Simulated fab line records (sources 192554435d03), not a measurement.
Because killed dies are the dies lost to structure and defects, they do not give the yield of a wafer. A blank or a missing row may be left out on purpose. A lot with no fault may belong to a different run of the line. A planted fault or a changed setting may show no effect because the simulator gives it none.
Chamber matching || flow n5_finfet || N5_BEOL_M11_ETCH_65 on rie_diel-06 has 4 sister chambers
The step etches SiARC in CF4, target depth 39 nm, time 65 s. 18 wafers are shown with their chamber, then 9 later ones without.

WAFERS WITH THEIR CHAMBER
{"wafer": "L074.2", "chamber": 0, "drypump_motor_current_A (A)": 6.3, "throttle_valve_pct (%)": 15.51, "etch_rf_on_time_s (s)": 67.3}
{"wafer": "L074.5", "chamber": 0, "drypump_motor_current_A (A)": 6.3, "throttle_valve_pct (%)": 15.52, "etch_rf_on_time_s (s)": 66.5}
{"wafer": "L074.6", "chamber": 3, "drypump_motor_current_A (A)": 6.5, "throttle_valve_pct (%)": 15.03, "etch_rf_on_time_s (s)": 61.5}
{"wafer": "L075.2", "chamber": 1, "drypump_motor_current_A (A)": 5.8, "throttle_valve_pct (%)": 15.97, "etch_rf_on_time_s (s)": 66.1}
{"wafer": "L075.5", "chamber": 1, "drypump_motor_current_A (A)": 5.8, "throttle_valve_pct (%)": 15.97, "etch_rf_on_time_s (s)": 65.9}
{"wafer": "L075.6", "chamber": 0, "drypump_motor_current_A (A)": 6.3, "throttle_valve_pct (%)": 15.53, "etch_rf_on_time_s (s)": 68.3}
{"wafer": "L077.1", "chamber": 0, "drypump_motor_current_A (A)": 6.3, "throttle_valve_pct (%)": 15.53, "etch_rf_on_time_s (s)": 68.3}
{"wafer": "L077.4", "chamber": 3, "drypump_motor_current_A (A)": 6.4, "throttle_valve_pct (%)": 15.02, "etch_rf_on_time_s (s)": 61.6}
{"wafer": "L077.5", "chamber": 2, "drypump_motor_current_A (A)": 5.6, "throttle_valve_pct (%)": 15.53, "etch_rf_on_time_s (s)": 65.2}
{"wafer": "L080.2", "chamber": 1, "drypump_motor_current_A (A)": 5.7, "throttle_valve_pct (%)": 15.97, "etch_rf_on_time_s (s)": 64.8}
{"wafer": "L080.4", "chamber": 3, "drypump_motor_current_A (A)": 6.4, "throttle_valve_pct (%)": 15.04, "etch_rf_on_time_s (s)": 62.7}
{"wafer": "L080.5", "chamber": 0, "drypump_motor_current_A (A)": 6.3, "throttle_valve_pct (%)": 15.53, "etch_rf_on_time_s (s)": 67.1}
{"wafer": "L087.1", "chamber": 3, "drypump_motor_current_A (A)": 6.5, "throttle_valve_pct (%)": 15.08, "etch_rf_on_time_s (s)": 62.9}
{"wafer": "L087.4", "chamber": 3, "drypump_motor_current_A (A)": 6.4, "throttle_valve_pct (%)": 15.07, "etch_rf_on_time_s (s)": 62.4}
{"wafer": "L087.6", "chamber": 0, "drypump_motor_current_A (A)": 6.3, "throttle_valve_pct (%)": 15.57, "etch_rf_on_time_s (s)": 67.9}
{"wafer": "L086.3", "chamber": 3, "drypump_motor_current_A (A)": 6.4, "throttle_valve_pct (%)": 15.10, "etch_rf_on_time_s (s)": 61.6}
{"wafer": "L086.4", "chamber": 1, "drypump_motor_current_A (A)": 5.7, "throttle_valve_pct (%)": 15.47, "etch_rf_on_time_s (s)": 63.6}
{"wafer": "L086.6", "chamber": 0, "drypump_motor_current_A (A)": 6.3, "throttle_valve_pct (%)": 15.57, "etch_rf_on_time_s (s)": 66.4}

SIGNATURES (averages over the wafers above)
{"reading": "drypump_motor_current_A", "chamber 0": 6.300, "chamber 1": 5.750, "chamber 2": 5.600, "chamber 3": 6.433, "scatter within a chamber": 0.0408}
{"reading": "throttle_valve_pct", "chamber 0": 15.5371, "chamber 1": 15.8450, "chamber 2": 15.5300, "chamber 3": 15.0567, "scatter within a chamber": 0.118}
{"reading": "etch_rf_on_time_s", "chamber 0": 67.400, "chamber 1": 65.100, "chamber 2": 65.200, "chamber 3": 62.117, "scatter within a chamber": 0.833}
Rule: a wafer's distance from a chamber is the root of the sum, over the readings, of the square of ((its reading less the chamber's mean) divided by the reading's scatter). If the next closest chamber is less than 2 further off than the closest, the wafer can't be placed; otherwise it belongs to the closest. The scatter: the root of (the sum of the squares of (reading less its chamber's mean) over the shown wafers, divided by (wafers less chambers)).

WAFERS MISSING THEIR CHAMBER
{"wafer": "L091.1", "drypump_motor_current_A (A)": 6.5, "throttle_valve_pct (%)": 15.08, "etch_rf_on_time_s (s)": 62.5}
{"wafer": "L091.3", "drypump_motor_current_A (A)": 5.6, "throttle_valve_pct (%)": 15.59, "etch_rf_on_time_s (s)": 67.3}
{"wafer": "L091.6", "drypump_motor_current_A (A)": 5.7, "throttle_valve_pct (%)": 15.46, "etch_rf_on_time_s (s)": 64.3}
{"wafer": "L092.2", "drypump_motor_current_A (A)": 6.3, "throttle_valve_pct (%)": 15.59, "etch_rf_on_time_s (s)": 67.5}
{"wafer": "L092.4", "drypump_motor_current_A (A)": 5.8, "throttle_valve_pct (%)": 15.49, "etch_rf_on_time_s (s)": 63.8}
{"wafer": "L092.5", "drypump_motor_current_A (A)": 6.4, "throttle_valve_pct (%)": 15.10, "etch_rf_on_time_s (s)": 61.8}
{"wafer": "L093.2", "drypump_motor_current_A (A)": 5.6, "throttle_valve_pct (%)": 15.58, "etch_rf_on_time_s (s)": 66.7}
{"wafer": "L093.3", "drypump_motor_current_A (A)": 5.7, "throttle_valve_pct (%)": 15.46, "etch_rf_on_time_s (s)": 63.6}
{"wafer": "L093.5", "drypump_motor_current_A (A)": 6.5, "throttle_valve_pct (%)": 15.11, "etch_rf_on_time_s (s)": 62.7}

WHICH CHAMBER EACH WENT THROUGH
{"wafer": "L091.1", "from the rows above": 3, "in truth": 3}
{"wafer": "L091.3", "from the rows above": 2, "in truth": 2}
{"wafer": "L091.6", "from the rows above": "can't be placed: 2 or 1", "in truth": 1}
{"wafer": "L092.2", "from the rows above": 0, "in truth": 0}
{"wafer": "L092.4", "from the rows above": "can't be placed: 1 or 2", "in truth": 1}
{"wafer": "L092.5", "from the rows above": 3, "in truth": 3}
{"wafer": "L093.2", "from the rows above": 2, "in truth": 2}
{"wafer": "L093.3", "from the rows above": "can't be placed: 2 or 1", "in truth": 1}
{"wafer": "L093.5", "from the rows above": 3, "in truth": 3}
Placed correctly: 6 of 9. Can't be placed from these rows: 3 (the true chamber is among the candidates in 3). Wrongly placed: 0.
